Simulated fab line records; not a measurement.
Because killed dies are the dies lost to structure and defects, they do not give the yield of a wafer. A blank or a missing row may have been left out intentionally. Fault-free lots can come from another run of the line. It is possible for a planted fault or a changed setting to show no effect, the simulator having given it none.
What tool caused it? -- flow n5_finfet -- Sampling: 10 lots, 30 wafers, 4 of 1938 route steps

WHAT EACH GAUGE READ, for each wafer
N5_BEOL_M5_INSPECT_58: inspects for defects (darkfield).
lot,measured,on,raw_defect_count
L410,day 8 12:16,defect_inspect-02,45 41 47
L412,day 8 17:50,defect_inspect-02,82 84 94
L417,day 10 01:47,defect_inspect-02,399 356 351
L419,day 10 13:16,defect_inspect-01,86 140 57
L421,day 11 07:07,defect_inspect-02,383 363 379
L425,day 11 21:46,defect_inspect-02,53 84 107
L427,day 13 06:07,defect_inspect-02,40 47 33
L429,day 14 01:32,defect_inspect-02,55 67 31
L430,day 14 01:34,defect_inspect-02,58 56 61
L433,day 14 11:14,defect_inspect-01,56 48 87

EACH LOT AND THE TOOL THAT RAN IT (in order: tool; ch and the chambers of the sampled wafers; start)
lot,N5_BEOL_M5_ANNEAL_89,N5_BEOL_M5_CMP_52,N5_BEOL_M5_CO_CAP_78
L410,"pvd_sputter-03, day 8 10:06","cmp-03 ch 1,2,3, day 8 11:37","cvd_co-02 ch 0,1, day 8 12:01"
L412,"pvd_sputter-03, day 8 15:44","cmp-03 ch 0,1,2, day 8 17:15","cvd_co-01 ch 1,2, day 8 17:37"
L417,"pvd_sputter-02, day 9 23:40","cmp-03 ch 0,1,3, day 10 01:12","cvd_co-02 ch 0,1,2, day 10 01:32"
L419,"pvd_sputter-03, day 10 11:08","cmp-04 ch 0,1,2, day 10 12:44","cvd_co-02 ch 1,2, day 10 13:02"
L421,"pvd_sputter-01, day 11 04:45","cmp-03 ch 0,1, day 11 06:32","cvd_co-02 ch 0,1, day 11 06:54"
L425,"pvd_sputter-02, day 11 19:24","cmp-02 ch 0,2,3, day 11 21:13","cvd_co-02 ch 0,1,2, day 11 21:33"
L427,"pvd_sputter-02, day 13 04:00","cmp-02 ch 1,2,3, day 13 05:33","cvd_co-02 ch 0,1,2, day 13 05:53"
L429,"pvd_sputter-01, day 13 23:26","cmp-02 ch 0,2,3, day 14 00:59","cvd_co-01 ch 1,2, day 14 01:19"
L430,"pvd_sputter-02, day 13 23:28","cmp-04 ch 1,2,3, day 14 01:03","cvd_co-02 ch 0,2, day 14 01:21"
L433,"pvd_sputter-01, day 14 09:04","cmp-03 ch 0,1,2, day 14 10:40","cvd_co-02 ch 0,1,2, day 14 11:02"
- N5_BEOL_M5_ANNEAL_89: time 1800 s.
- N5_BEOL_M5_CMP_52: polishes, stops on SiCOH lowk, t overpolish 6.9 s, target thk 62 nm.
- N5_BEOL_M5_CO_CAP_78: material Co, precursor CCTBA/H2, target thk 2 nm, time 102.1 s.

THE ANSWER, worked out from the rows above alone
Rule: usual is defined by the lots themselves. The widest of any qualifying gaps counts: lots, ordered by their means at a reading, are off when they make up no more than a third of the lots, leave a main group of 4 or more, and stand apart from it by 3 or more times the standard deviation of that group's means. The tables above print the reading to a certain number of digits; a main group whose means all agree to those digits is not used. A lot without any number at a reading at which 4 lots or more have one is off too. The other lots that the step has rows for count as sound.
Off: L417, L421 (N5_BEOL_M5_INSPECT_58, raw_defect_count). For the main group the mean is 65 and the standard deviation 19.
A tool fits if, at a process step before that reading, it ran every lot that is off, and no sound lot after the first of them. The gauges at N5_BEOL_M5_INSPECT_58 are tried like those tools. None of those tried fits.

WHAT HAD BEEN PUT IN BY THE SIMULATOR
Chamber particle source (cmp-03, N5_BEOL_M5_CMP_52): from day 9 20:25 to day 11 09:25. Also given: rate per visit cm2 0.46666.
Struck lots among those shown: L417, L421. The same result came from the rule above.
